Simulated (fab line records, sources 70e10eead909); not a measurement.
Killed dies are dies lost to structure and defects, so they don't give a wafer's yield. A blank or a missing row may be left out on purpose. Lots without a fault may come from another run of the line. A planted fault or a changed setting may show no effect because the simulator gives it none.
Problem report in the 8D (eight disciplines) form, filled by code | flow nand_harc | the parts of the form that need people (team, actions taken, sign-off) are left out

1. THE PROBLEM
thk_nm at NHARC_A_ONON_D1_THK_MEAS_11 reads a mean of 704 nm on 6 wafers of 2 lots; wafers without a fault read 1001 nm with a standard deviation of 9.1. That is -33 standard deviations from the usual mean.
The step: measures by ellipsometry.
First seen on wafer L207.1, day 9 11:11, on film_metro-01. The record holds 39 wafers of 13 lots with a number at this step. Rule for "out", or "out of limits": more than 4 standard deviations from the usual mean. The other wafers with a number count as sound.

2. WHAT IT IS AND WHAT IT IS NOT
question                    | is                           | is not
which readings at this step | thk_nm                       | -
which lots                  | L207, L208                   | L199, L201, L213, L214, L215, L216, L218, L219, L220, L221, L222
which wafers of those lots  | all that have a number       | -
read on which gauges        | film_metro-01, film_metro-02 | -
when                        | from day 9 11:11             | up to then (6 sound wafers); but 27 sound wafers of L213, L214, L215, L216, L218, L219, L220, L221, L222 came after

3. SUSPECTS, AND WHAT RULES EACH OUT
Counting: a tool at a process step up to the reading stays a suspect if it ran every lot that is out and no sound lot after the first of them.
- the gauge at NHARC_A_ONON_D1_THK_MEAS_11: ruled out. The wafers that are out were read on 2 gauges (film_metro-01, film_metro-02).
- pecvd_onon-04 at NHARC_A_ONON_D1_DEP_09 (target thk 1000 nm): kept. It ran every lot that is out, first L207 (day 9 10:41), and no sound lot after that; its last sound lot up to then is L199 (day 7 07:15).
Left after counting: pecvd_onon-04 at NHARC_A_ONON_D1_DEP_09.

4. THE CAUSE (what the simulator had put in)
Process parameter drift: pecvd_onon-04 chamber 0, from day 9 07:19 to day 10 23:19, at NHARC_A_ONON_D1_DEP_09. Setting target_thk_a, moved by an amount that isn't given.
Counting left only this tool.

5. THE CHAIN OF EFFECTS, in route order
Each row: a reading whose mean over the struck wafers that have a number lies more than 3 standard deviations from the usual. Only readings for which the record gives a usual standard deviation are gone through. hours: the time from each lot's start at the first step in this table that gives one to its start at this step, as a median over the lots. sigmas: the change in usual standard deviations.
hours | step                        | reading         | usual   | on struck wafers | change | sigmas
0     | NHARC_A_ONON_D1_THK_MEAS_11 | thk_nm          | 1001 nm | 704              | -297   | -33
294   | NHARC_END_SORT_01           | killed_at_array | 29      | 673              | +644   | +69
294   | NHARC_END_SORT_01           | killed_dies     | 32      | 677              | +645   | +72

6. WHAT WOULD HAVE CAUGHT IT SOONER
In this record the first reading out of limits at a measuring or inspecting step was taken at day 9 11:11, 4 hours after the fault began at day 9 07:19.
Of the tool readings at NHARC_A_ONON_D1_DEP_09 for which the record gives a usual standard deviation, none was out on any struck wafer, so an alarm limit of 4 standard deviations on them would not have fired.
Of the lots that are out (2), L208 began NHARC_A_ONON_D1_DEP_09 on pecvd_onon-04 after day 9 11:11. A hold on the tool at that time would have spared it.
